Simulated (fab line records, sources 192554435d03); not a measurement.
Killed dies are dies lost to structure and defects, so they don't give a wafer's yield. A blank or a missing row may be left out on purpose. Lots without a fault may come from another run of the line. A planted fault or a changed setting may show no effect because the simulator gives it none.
Which tool did it? | flow n5_finfet | 12 lots, 36 wafers sampled, at 2 steps of a route of 1938

WHAT THE GAUGES READ, wafer by wafer
N5_BEOL_M12_INSPECT_55: inspects for defects (darkfield).
lot  | measured     | on                | raw_defect_count
L075 | day 11 11:49 | defect_inspect-02 | 99 97 61
L077 | day 12 06:04 | defect_inspect-02 | 58 61 50
L080 | day 12 23:43 | defect_inspect-01 | 130 81 69
L081 | day 13 00:40 | defect_inspect-01 | 120 44 77
L082 | day 13 19:34 | defect_inspect-01 | 52 57 56
L084 | day 14 00:24 | defect_inspect-01 | 69 76 64
L089 | day 15 07:48 | defect_inspect-01 | 141 66 65
L087 | day 15 13:37 | defect_inspect-02 | 98 46 62
L091 | day 16 02:55 | defect_inspect-01 | 64 39 40
L092 | day 16 20:07 | defect_inspect-01 | 55 88 59
L095 | day 17 10:53 | defect_inspect-02 | 97 75 109
L096 | day 17 16:38 | defect_inspect-02 | 84 88 91

WHICH TOOL RAN EACH LOT (tool, then ch and the chambers of the sampled wafers, then the start)
lot  | N5_BEOL_M11_CURE_72
L075 | uv_cure-01 ch 1, day 11 01:43
L077 | uv_cure-03 ch 0, day 11 18:08
L080 | uv_cure-03 ch 0, day 12 12:35
L081 | uv_cure-01 ch 0, day 12 15:20
L082 | uv_cure-01 ch 2, day 13 08:07
L084 | uv_cure-03 ch 1, day 13 17:58
L089 | uv_cure-02 ch 2, day 14 21:19
L087 | uv_cure-02 ch 2, day 15 02:09
L091 | uv_cure-01 ch 0, day 15 14:40
L092 | uv_cure-01 ch 1, day 16 02:14
L095 | uv_cure-03 ch 1, day 17 02:44
L096 | uv_cure-03 ch 2, day 17 08:48
- N5_BEOL_M11_CURE_72: cures SiCOH lowk, time 120 s.

THE ANSWER, worked out from the rows above alone
Rule: what is usual is taken from the lots themselves. Put in order of their means at a reading, lots are off if they are a third of the lots or fewer, leave a main group of 4 or more, and stand apart from it by a gap of 3 or more times the standard deviation of the main group's means; of several such gaps the widest counts. A main group whose means are all the same, to the digits that the tables above print for the reading, isn't used. A lot without any number at a reading at which 4 lots or more have one is off too. The other lots that the step has rows for count as sound.
No lot is off at any reading shown: from this, nothing can be told.

WHAT THE SIMULATOR HAD PUT IN
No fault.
